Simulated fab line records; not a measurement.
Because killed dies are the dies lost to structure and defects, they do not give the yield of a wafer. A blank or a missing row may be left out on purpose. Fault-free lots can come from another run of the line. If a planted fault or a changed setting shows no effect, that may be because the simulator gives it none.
Which of the tools did it? || flow nandHarc || 72 wafers from 24 lots sampled at 4 of the route's 1159 steps

== WHAT THE GAUGES READ, wafer by wafer ==
NHARC_A_ZERO_WELL_CD_MEAS_10 targets a cd of 2000 nm.
{"lot": "L074", "measured": "day 7 10:55", "on": "cdSem-03", "cdNm (nm)": "2001.2 2000.2 1998.4"}
{"lot": "L076", "measured": "day 7 10:09", "on": "cdSem-01", "cdNm (nm)": "1999.9 1996.4 1999.8"}
{"lot": "L075", "measured": "day 7 12:07", "on": "cdSem-02", "cdNm (nm)": "2000.1 2000.5 2000.5"}
{"lot": "L077", "measured": "day 7 11:23", "on": "cdSem-03", "cdNm (nm)": "1995.9 2000.0 1996.6"}
{"lot": "L078", "measured": "day 7 16:51", "on": "cdSem-01", "cdNm (nm)": "1997.6 1998.8 1999.0"}
{"lot": "L079", "measured": "day 7 20:44", "on": "cdSem-01", "cdNm (nm)": "2000.9 1999.9 1995.9"}
{"lot": "L080", "measured": "day 8 02:13", "on": "cdSem-03", "cdNm (nm)": "1998.8 1999.0 1997.1"}
{"lot": "L081", "measured": "day 8 03:12", "on": "cdSem-03", "cdNm (nm)": "2001.0 2001.2 2000.9"}
{"lot": "L082", "measured": "day 8 22:19", "on": "cdSem-03", "cdNm (nm)": "1997.1 1998.9 1998.7"}
{"lot": "L084", "measured": "day 9 03:13", "on": "cdSem-02", "cdNm (nm)": "2000.9 2000.0 2001.9"}
{"lot": "L083", "measured": "day 9 11:02", "on": "cdSem-01", "cdNm (nm)": "1999.9 1997.4 1998.9"}
{"lot": "L085", "measured": "day 9 19:10", "on": "cdSem-01", "cdNm (nm)": "2002.7 2001.7 2000.6"}
{"lot": "L088", "measured": "day 9 20:54", "on": "cdSem-01", "cdNm (nm)": "2001.3 2002.9 2000.7"}
{"lot": "L086", "measured": "day 9 21:10", "on": "cdSem-01", "cdNm (nm)": "2001.9 2001.8 2001.2"}
{"lot": "L087", "measured": "day 10 08:36", "on": "cdSem-03", "cdNm (nm)": "2002.8 2000.5 2001.5"}
{"lot": "L089", "measured": "day 10 13:35", "on": "cdSem-01", "cdNm (nm)": "2001.9 2002.7 2001.3"}
{"lot": "L090", "measured": "day 10 15:41", "on": "cdSem-01", "cdNm (nm)": "1999.8 1998.7 1998.9"}
{"lot": "L091", "measured": "day 11 01:58", "on": "cdSem-02", "cdNm (nm)": "2000.2 2000.9 1999.3"}
{"lot": "L092", "measured": "day 11 02:41", "on": "cdSem-03", "cdNm (nm)": "1999.8 2001.0 2000.3"}
{"lot": "L093", "measured": "day 11 09:44", "on": "cdSem-03", "cdNm (nm)": "1999.1 2003.8 2000.0"}
{"lot": "L094", "measured": "day 11 10:15", "on": "cdSem-02", "cdNm (nm)": "1998.9 1999.6 2000.8"}
{"lot": "L095", "measured": "day 12 03:55", "on": "cdSem-03", "cdNm (nm)": "2002.2 2002.2 2001.4"}
{"lot": "L096", "measured": "day 12 04:40", "on": "cdSem-02", "cdNm (nm)": "1998.6 2000.7 1996.3"}
{"lot": "L097", "measured": "day 12 11:29", "on": "cdSem-01", "cdNm (nm)": "1997.9 1997.9 1999.9"}

== WHAT TOOL EACH LOT RAN ON (gives the tool, then ch and the chambers of the sampled wafers, and finally the start) ==
{"lot": "L074", "NHARC_P_M2_PRE_CLEAN_30": "pvdSputter-02, day 7 06:40 or earlier", "NHARC_P_BONDPAD_ETCH_24": "rieDiel-08 ch 3, day 7 06:40", "NHARC_P_BONDPAD_PVD_27": "pvdSputter-01, day 7 10:55 or earlier"}
{"lot": "L076", "NHARC_P_M2_PRE_CLEAN_30": "pvdSputter-03, day 7 10:09 or earlier", "NHARC_P_BONDPAD_ETCH_24": "rieDiel-02 ch 0,1, day 7 10:09 or earlier", "NHARC_P_BONDPAD_PVD_27": "pvdSputter-03, day 7 10:09 or earlier"}
{"lot": "L075", "NHARC_P_M2_PRE_CLEAN_30": "pvdSputter-02, day 7 12:07 or earlier", "NHARC_P_BONDPAD_ETCH_24": "rieDiel-07 ch 0,1,2, day 7 12:07 or earlier", "NHARC_P_BONDPAD_PVD_27": "pvdSputter-03, day 7 12:07 or earlier"}
{"lot": "L077", "NHARC_P_M2_PRE_CLEAN_30": "pvdSputter-01, day 7 07:46 or earlier", "NHARC_P_BONDPAD_ETCH_24": "rieDiel-08 ch 0,3, day 7 07:46", "NHARC_P_BONDPAD_PVD_27": "pvdSputter-01, day 7 11:23 or earlier"}
{"lot": "L078", "NHARC_P_M2_PRE_CLEAN_30": "pvdSputter-01, day 7 16:51 or earlier", "NHARC_P_BONDPAD_ETCH_24": "rieDiel-07 ch 1,2,3, day 7 16:51 or earlier", "NHARC_P_BONDPAD_PVD_27": "pvdSputter-02, day 7 16:51 or earlier"}
{"lot": "L079", "NHARC_P_M2_PRE_CLEAN_30": "pvdSputter-01, day 7 20:44 or earlier", "NHARC_P_BONDPAD_ETCH_24": "rieDiel-02 ch 0,3, day 7 20:44 or earlier", "NHARC_P_BONDPAD_PVD_27": "pvdSputter-03, day 7 20:44 or earlier"}
{"lot": "L080", "NHARC_P_M2_PRE_CLEAN_30": "pvdSputter-03, day 8 02:13 or earlier", "NHARC_P_BONDPAD_ETCH_24": "rieDiel-08 ch 0,2, day 8 02:13 or earlier", "NHARC_P_BONDPAD_PVD_27": "pvdSputter-02, day 8 02:13 or earlier"}
{"lot": "L081", "NHARC_P_M2_PRE_CLEAN_30": "pvdSputter-02, day 8 03:12 or earlier", "NHARC_P_BONDPAD_ETCH_24": "rieDiel-07 ch 0,3, day 8 03:12 or earlier", "NHARC_P_BONDPAD_PVD_27": "pvdSputter-01, day 8 03:12 or earlier"}
{"lot": "L082", "NHARC_P_M2_PRE_CLEAN_30": "pvdSputter-01, day 8 22:19 or earlier", "NHARC_P_BONDPAD_ETCH_24": "rieDiel-02 ch 0,1,2, day 8 22:19 or earlier", "NHARC_P_BONDPAD_PVD_27": "pvdSputter-03, day 8 22:19 or earlier"}
{"lot": "L084", "NHARC_P_M2_PRE_CLEAN_30": "pvdSputter-01, day 9 03:13 or earlier", "NHARC_P_BONDPAD_ETCH_24": "rieDiel-08 ch 2,3, day 9 03:13 or earlier", "NHARC_P_BONDPAD_PVD_27": "pvdSputter-03, day 9 03:13 or earlier"}
{"lot": "L083", "NHARC_P_M2_PRE_CLEAN_30": "pvdSputter-02, day 9 11:02 or earlier", "NHARC_P_BONDPAD_ETCH_24": "rieDiel-08 ch 0,1,3, day 9 11:02 or earlier", "NHARC_P_BONDPAD_PVD_27": "pvdSputter-01, day 9 11:02 or earlier"}
{"lot": "L085", "NHARC_P_M2_PRE_CLEAN_30": "pvdSputter-02, day 9 19:10 or earlier", "NHARC_P_BONDPAD_ETCH_24": "rieDiel-02 ch 0,2, day 9 19:10 or earlier", "NHARC_P_BONDPAD_PVD_27": "pvdSputter-01, day 9 19:10 or earlier"}
{"lot": "L088", "NHARC_P_M2_PRE_CLEAN_30": "pvdSputter-01, day 9 20:54 or earlier", "NHARC_P_BONDPAD_ETCH_24": "rieDiel-02 ch 0,2, day 9 20:54 or earlier", "NHARC_P_BONDPAD_PVD_27": "pvdSputter-01, day 9 20:54 or earlier"}
{"lot": "L086", "NHARC_P_M2_PRE_CLEAN_30": "pvdSputter-03, day 9 21:10 or earlier", "NHARC_P_BONDPAD_ETCH_24": "rieDiel-08 ch 0,1,2, day 9 21:10 or earlier", "NHARC_P_BONDPAD_PVD_27": "pvdSputter-02, day 9 21:10 or earlier"}
{"lot": "L087", "NHARC_P_M2_PRE_CLEAN_30": "pvdSputter-01, day 10 08:36 or earlier", "NHARC_P_BONDPAD_ETCH_24": "rieDiel-07 ch 0,1,3, day 10 08:36 or earlier", "NHARC_P_BONDPAD_PVD_27": "pvdSputter-03, day 10 08:36 or earlier"}
{"lot": "L089", "NHARC_P_M2_PRE_CLEAN_30": "pvdSputter-03, day 10 10:14 or earlier", "NHARC_P_BONDPAD_ETCH_24": "rieDiel-02 ch 0,1,3, day 10 10:14", "NHARC_P_BONDPAD_PVD_27": "pvdSputter-03, day 10 13:35 or earlier"}
{"lot": "L090", "NHARC_P_M2_PRE_CLEAN_30": "pvdSputter-01, day 10 15:41 or earlier", "NHARC_P_BONDPAD_ETCH_24": "rieDiel-08 ch 0,1, day 10 15:41 or earlier", "NHARC_P_BONDPAD_PVD_27": "pvdSputter-02, day 10 15:41 or earlier"}
{"lot": "L091", "NHARC_P_M2_PRE_CLEAN_30": "pvdSputter-02, day 11 01:58 or earlier", "NHARC_P_BONDPAD_ETCH_24": "rieDiel-02 ch 0,1,2, day 11 01:58 or earlier", "NHARC_P_BONDPAD_PVD_27": "pvdSputter-01, day 11 01:58 or earlier"}
{"lot": "L092", "NHARC_P_M2_PRE_CLEAN_30": "pvdSputter-02, day 11 02:41 or earlier", "NHARC_P_BONDPAD_ETCH_24": "rieDiel-07 ch 0,1, day 11 02:41 or earlier", "NHARC_P_BONDPAD_PVD_27": "pvdSputter-02, day 11 02:41 or earlier"}
{"lot": "L093", "NHARC_P_M2_PRE_CLEAN_30": "pvdSputter-02, day 11 09:44 or earlier", "NHARC_P_BONDPAD_ETCH_24": "rieDiel-07 ch 0,1,2, day 11 09:44 or earlier", "NHARC_P_BONDPAD_PVD_27": "pvdSputter-01, day 11 09:44 or earlier"}
{"lot": "L094", "NHARC_P_M2_PRE_CLEAN_30": "pvdSputter-03, day 11 10:15 or earlier", "NHARC_P_BONDPAD_ETCH_24": "rieDiel-07 ch 0,1,3, day 11 10:15 or earlier", "NHARC_P_BONDPAD_PVD_27": "pvdSputter-02, day 11 10:15 or earlier"}
{"lot": "L095", "NHARC_P_M2_PRE_CLEAN_30": "pvdSputter-02, day 12 03:55 or earlier", "NHARC_P_BONDPAD_ETCH_24": "rieDiel-02 ch 0,1,2, day 12 03:55 or earlier", "NHARC_P_BONDPAD_PVD_27": "pvdSputter-01, day 12 03:55 or earlier"}
{"lot": "L096", "NHARC_P_M2_PRE_CLEAN_30": "pvdSputter-03, day 12 04:40 or earlier", "NHARC_P_BONDPAD_ETCH_24": "rieDiel-02 ch 0,1,2, day 12 04:40 or earlier", "NHARC_P_BONDPAD_PVD_27": "pvdSputter-01, day 12 04:40 or earlier"}
{"lot": "L097", "NHARC_P_M2_PRE_CLEAN_30": "pvdSputter-02, day 12 11:29 or earlier", "NHARC_P_BONDPAD_ETCH_24": "rieDiel-02 ch 0,2,3, day 12 11:29 or earlier", "NHARC_P_BONDPAD_PVD_27": "pvdSputter-03, day 12 11:29 or earlier"}
- NHARC_P_M2_PRE_CLEAN_30: time 30 s.
- NHARC_P_BONDPAD_ETCH_24: etches the open film in CF4/N2, target depth 30 nm, time 72.99 s.
- NHARC_P_BONDPAD_PVD_27: deposits Cu, target thk 30 nm, time 20.49 s.

== WHAT THE TOOLS THEMSELVES READ (means of the sampled wafers that have a number; where no wafer has one, the mark that the record gives instead) ==
NHARC_P_M2_PRE_CLEAN_30.
{"lot": "L074", "tool": "pvdSputter-02", "heaterPowerW (W)": 377}
{"lot": "L076", "tool": "pvdSputter-03", "heaterPowerW (W)": 392}
{"lot": "L075", "tool": "pvdSputter-02", "heaterPowerW (W)": 388}
{"lot": "L077", "tool": "pvdSputter-01", "heaterPowerW (W)": 414}
{"lot": "L078", "tool": "pvdSputter-01", "heaterPowerW (W)": 448}
{"lot": "L079", "tool": "pvdSputter-01", "heaterPowerW (W)": 441}
{"lot": "L080", "tool": "pvdSputter-03", "heaterPowerW (W)": 464}
{"lot": "L081", "tool": "pvdSputter-02", "heaterPowerW (W)": 411}
{"lot": "L082", "tool": "pvdSputter-01", "heaterPowerW (W)": 446}
{"lot": "L084", "tool": "pvdSputter-01", "heaterPowerW (W)": 450}
{"lot": "L083", "tool": "pvdSputter-02", "heaterPowerW (W)": 383}
{"lot": "L085", "tool": "pvdSputter-02", "heaterPowerW (W)": 396}
{"lot": "L088", "tool": "pvdSputter-01", "heaterPowerW (W)": 417}
{"lot": "L086", "tool": "pvdSputter-03", "heaterPowerW (W)": 404}
{"lot": "L087", "tool": "pvdSputter-01", "heaterPowerW (W)": 458}
{"lot": "L089", "tool": "pvdSputter-03", "heaterPowerW (W)": 355}
{"lot": "L090", "tool": "pvdSputter-01", "heaterPowerW (W)": 390}
{"lot": "L091", "tool": "pvdSputter-02", "heaterPowerW (W)": 382}
{"lot": "L092", "tool": "pvdSputter-02", "heaterPowerW (W)": 405}
{"lot": "L093", "tool": "pvdSputter-02", "heaterPowerW (W)": 385}
{"lot": "L094", "tool": "pvdSputter-03", "heaterPowerW (W)": 416}
{"lot": "L095", "tool": "pvdSputter-02", "heaterPowerW (W)": 385}
{"lot": "L096", "tool": "pvdSputter-03", "heaterPowerW (W)": 454}
{"lot": "L097", "tool": "pvdSputter-02", "heaterPowerW (W)": 387}

NHARC_P_BONDPAD_ETCH_24.
{"lot": "L074", "tool": "rieDiel-08", "cf4FlowSccm (sccm)": 49.86, "drypumpMotorCurrentA (A)": 5.56, "oesProductAu (a.u.)": 1.000, "rfVppV (V)": 311.9, "showerheadPlenumPTorr (Torr)": 2.49, "throttleValvePct (%)": 19.802}
{"lot": "L076", "tool": "rieDiel-02", "cf4FlowSccm (sccm)": 50.06, "drypumpMotorCurrentA (A)": 5.41, "oesProductAu (a.u.)": 0.991, "rfVppV (V)": 315.4, "showerheadPlenumPTorr (Torr)": 2.68, "throttleValvePct (%)": 19.793}
{"lot": "L075", "tool": "rieDiel-07", "cf4FlowSccm (sccm)": 49.96, "drypumpMotorCurrentA (A)": 5.78, "oesProductAu (a.u.)": 0.992, "rfVppV (V)": 315.7, "showerheadPlenumPTorr (Torr)": 2.70, "throttleValvePct (%)": 19.791}
{"lot": "L077", "tool": "rieDiel-08", "cf4FlowSccm (sccm)": 50.05, "drypumpMotorCurrentA (A)": 5.62, "oesProductAu (a.u.)": 1.009, "rfVppV (V)": 311.7, "showerheadPlenumPTorr (Torr)": 2.49, "throttleValvePct (%)": 19.796}
{"lot": "L078", "tool": "rieDiel-07", "cf4FlowSccm (sccm)": 50.10, "drypumpMotorCurrentA (A)": 5.62, "oesProductAu (a.u.)": 0.997, "rfVppV (V)": 314.3, "showerheadPlenumPTorr (Torr)": 2.63, "throttleValvePct (%)": 19.799}
{"lot": "L079", "tool": "rieDiel-02", "cf4FlowSccm (sccm)": 49.90, "drypumpMotorCurrentA (A)": 5.59, "oesProductAu (a.u.)": 1.000, "rfVppV (V)": 313.1, "showerheadPlenumPTorr (Torr)": 2.54, "throttleValvePct (%)": 19.789}
{"lot": "L080", "tool": "rieDiel-08", "cf4FlowSccm (sccm)": 50.07, "drypumpMotorCurrentA (A)": 5.84, "oesProductAu (a.u.)": 1.004, "rfVppV (V)": 312.1, "showerheadPlenumPTorr (Torr)": 2.50, "throttleValvePct (%)": 19.796}
{"lot": "L081", "tool": "rieDiel-07", "cf4FlowSccm (sccm)": 50.01, "drypumpMotorCurrentA (A)": 5.62, "oesProductAu (a.u.)": 0.990, "rfVppV (V)": 317.2, "showerheadPlenumPTorr (Torr)": 2.75, "throttleValvePct (%)": 19.795}
{"lot": "L082", "tool": "rieDiel-02", "cf4FlowSccm (sccm)": 49.77, "drypumpMotorCurrentA (A)": 5.28, "oesProductAu (a.u.)": 0.995, "rfVppV (V)": 313.8, "showerheadPlenumPTorr (Torr)": 2.64, "throttleValvePct (%)": 19.794}
{"lot": "L084", "tool": "rieDiel-08", "cf4FlowSccm (sccm)": 49.99, "drypumpMotorCurrentA (A)": 5.70, "oesProductAu (a.u.)": 1.004, "rfVppV (V)": 312.2, "showerheadPlenumPTorr (Torr)": 2.50, "throttleValvePct (%)": 19.791}
{"lot": "L083", "tool": "rieDiel-08", "cf4FlowSccm (sccm)": 50.07, "drypumpMotorCurrentA (A)": 5.62, "oesProductAu (a.u.)": 1.003, "rfVppV (V)": 312.8, "showerheadPlenumPTorr (Torr)": 2.53, "throttleValvePct (%)": 19.794}
{"lot": "L085", "tool": "rieDiel-02", "cf4FlowSccm (sccm)": 49.98, "drypumpMotorCurrentA (A)": 5.50, "oesProductAu (a.u.)": 0.985, "rfVppV (V)": 314.2, "showerheadPlenumPTorr (Torr)": 2.68, "throttleValvePct (%)": 19.794}
{"lot": "L088", "tool": "rieDiel-02", "cf4FlowSccm (sccm)": 49.93, "drypumpMotorCurrentA (A)": 5.52, "oesProductAu (a.u.)": 0.988, "rfVppV (V)": 314.5, "showerheadPlenumPTorr (Torr)": 2.68, "throttleValvePct (%)": 19.787}
{"lot": "L086", "tool": "rieDiel-08", "cf4FlowSccm (sccm)": 50.01, "drypumpMotorCurrentA (A)": 5.76, "oesProductAu (a.u.)": 0.997, "rfVppV (V)": 312.6, "showerheadPlenumPTorr (Torr)": 2.54, "throttleValvePct (%)": 19.791}
{"lot": "L087", "tool": "rieDiel-07", "cf4FlowSccm (sccm)": 50.04, "drypumpMotorCurrentA (A)": 5.57, "oesProductAu (a.u.)": 0.991, "rfVppV (V)": 314.9, "showerheadPlenumPTorr (Torr)": 2.68, "throttleValvePct (%)": 19.790}
{"lot": "L089", "tool": "rieDiel-02", "cf4FlowSccm (sccm)": 50.03, "drypumpMotorCurrentA (A)": 5.38, "oesProductAu (a.u.)": 1.002, "rfVppV (V)": 313.8, "showerheadPlenumPTorr (Torr)": 2.59, "throttleValvePct (%)": 19.790}
{"lot": "L090", "tool": "rieDiel-08", "cf4FlowSccm (sccm)": 49.95, "drypumpMotorCurrentA (A)": 5.66, "oesProductAu (a.u.)": 1.007, "rfVppV (V)": 312.5, "showerheadPlenumPTorr (Torr)": 2.52, "throttleValvePct (%)": 19.802}
{"lot": "L091", "tool": "rieDiel-02", "cf4FlowSccm (sccm)": 49.96, "drypumpMotorCurrentA (A)": 5.29, "oesProductAu (a.u.)": 0.992, "rfVppV (V)": 314.3, "showerheadPlenumPTorr (Torr)": 2.64, "throttleValvePct (%)": 19.792}
{"lot": "L092", "tool": "rieDiel-07", "cf4FlowSccm (sccm)": 49.98, "drypumpMotorCurrentA (A)": 5.70, "oesProductAu (a.u.)": 1.014, "rfVppV (V)": 315.6, "showerheadPlenumPTorr (Torr)": 2.68, "throttleValvePct (%)": 19.786}
{"lot": "L093", "tool": "rieDiel-07", "cf4FlowSccm (sccm)": 50.17, "drypumpMotorCurrentA (A)": 5.79, "oesProductAu (a.u.)": 1.007, "rfVppV (V)": 315.3, "showerheadPlenumPTorr (Torr)": 2.69, "throttleValvePct (%)": 19.792}
{"lot": "L094", "tool": "rieDiel-07", "cf4FlowSccm (sccm)": 49.98, "drypumpMotorCurrentA (A)": 5.59, "oesProductAu (a.u.)": 1.015, "rfVppV (V)": 314.8, "showerheadPlenumPTorr (Torr)": 2.68, "throttleValvePct (%)": 19.797}
{"lot": "L095", "tool": "rieDiel-02", "cf4FlowSccm (sccm)": 50.03, "drypumpMotorCurrentA (A)": 5.31, "oesProductAu (a.u.)": 0.985, "rfVppV (V)": 315.1, "showerheadPlenumPTorr (Torr)": 2.64, "throttleValvePct (%)": 19.796}
{"lot": "L096", "tool": "rieDiel-02", "cf4FlowSccm (sccm)": 50.06, "drypumpMotorCurrentA (A)": 5.27, "oesProductAu (a.u.)": 0.994, "rfVppV (V)": 314.5, "showerheadPlenumPTorr (Torr)": 2.64, "throttleValvePct (%)": 19.795}
{"lot": "L097", "tool": "rieDiel-02", "cf4FlowSccm (sccm)": 50.10, "drypumpMotorCurrentA (A)": 5.48, "oesProductAu (a.u.)": 0.997, "rfVppV (V)": 313.8, "showerheadPlenumPTorr (Torr)": 2.59, "throttleValvePct (%)": 19.788}

NHARC_P_BONDPAD_PVD_27.
{"lot": "L074", "tool": "pvdSputter-01", "substrateTempC (C)": 30.01, "throttleValvePct (%)": 30.5}
{"lot": "L076", "tool": "pvdSputter-03", "substrateTempC (C)": 30.03, "throttleValvePct (%)": 30.2}
{"lot": "L075", "tool": "pvdSputter-03", "substrateTempC (C)": 29.92, "throttleValvePct (%)": 30.2}
{"lot": "L077", "tool": "pvdSputter-01", "substrateTempC (C)": 29.92, "throttleValvePct (%)": 30.4}
{"lot": "L078", "tool": "pvdSputter-02", "substrateTempC (C)": 29.92, "throttleValvePct (%)": 30.3}
{"lot": "L079", "tool": "pvdSputter-03", "substrateTempC (C)": 29.99, "throttleValvePct (%)": 29.9}
{"lot": "L080", "tool": "pvdSputter-02", "substrateTempC (C)": 30.05, "throttleValvePct (%)": 30.3}
{"lot": "L081", "tool": "pvdSputter-01", "substrateTempC (C)": 29.98, "throttleValvePct (%)": 30.8}
{"lot": "L082", "tool": "pvdSputter-03", "substrateTempC (C)": 30.01, "throttleValvePct (%)": 29.9}
{"lot": "L084", "tool": "pvdSputter-03", "substrateTempC (C)": 29.88, "throttleValvePct (%)": 29.8}
{"lot": "L083", "tool": "pvdSputter-01", "substrateTempC (C)": 30.01, "throttleValvePct (%)": 30.8}
{"lot": "L085", "tool": "pvdSputter-01", "substrateTempC (C)": 29.98, "throttleValvePct (%)": 30.9}
{"lot": "L088", "tool": "pvdSputter-01", "substrateTempC (C)": 30.07, "throttleValvePct (%)": 30.9}
{"lot": "L086", "tool": "pvdSputter-02", "substrateTempC (C)": 29.99, "throttleValvePct (%)": 30.0}
{"lot": "L087", "tool": "pvdSputter-03", "substrateTempC (C)": 30.01, "throttleValvePct (%)": 30.6}
{"lot": "L089", "tool": "pvdSputter-03", "substrateTempC (C)": 29.86, "throttleValvePct (%)": 30.0}
{"lot": "L090", "tool": "pvdSputter-02", "substrateTempC (C)": 29.99, "throttleValvePct (%)": 29.8}
{"lot": "L091", "tool": "pvdSputter-01", "substrateTempC (C)": 29.99, "throttleValvePct (%)": 31.0}
{"lot": "L092", "tool": "pvdSputter-02", "substrateTempC (C)": 29.99, "throttleValvePct (%)": 29.5}
{"lot": "L093", "tool": "pvdSputter-01", "substrateTempC (C)": 30.04, "throttleValvePct (%)": 30.8}
{"lot": "L094", "tool": "pvdSputter-02", "substrateTempC (C)": 29.99, "throttleValvePct (%)": 29.8}
{"lot": "L095", "tool": "pvdSputter-01", "substrateTempC (C)": 30.00, "throttleValvePct (%)": 30.8}
{"lot": "L096", "tool": "pvdSputter-01", "substrateTempC (C)": 29.93, "throttleValvePct (%)": 30.9}
{"lot": "L097", "tool": "pvdSputter-03", "substrateTempC (C)": 29.99, "throttleValvePct (%)": 30.2}

== THE ANSWER, worked out from the rows above alone ==
Rule: the usual values come from the lots themselves. The widest of any qualifying gaps counts: lots, ordered by their means at a reading, are off when they make up no more than a third of the lots, leave a main group of 4 or more, and stand apart from it by 3 or more times the standard deviation of that group's means. The tables above print the reading to a certain number of digits; a main group whose means all agree to those digits is not used. A lot without any number at a reading at which 4 lots or more have one is off too. Where the step has rows for the other lots, those lots are counted as sound. Order of review: gauges by route order, followed by the tools' own readings, for which a lot's mean as printed above is used. At the first step where some lot is off, the reading lying furthest off is the one used; lots without a number count as furthest.
None of the lots is off at any reading shown; this tells nothing.

== WHAT HAD BEEN PUT IN BY THE SIMULATOR ==
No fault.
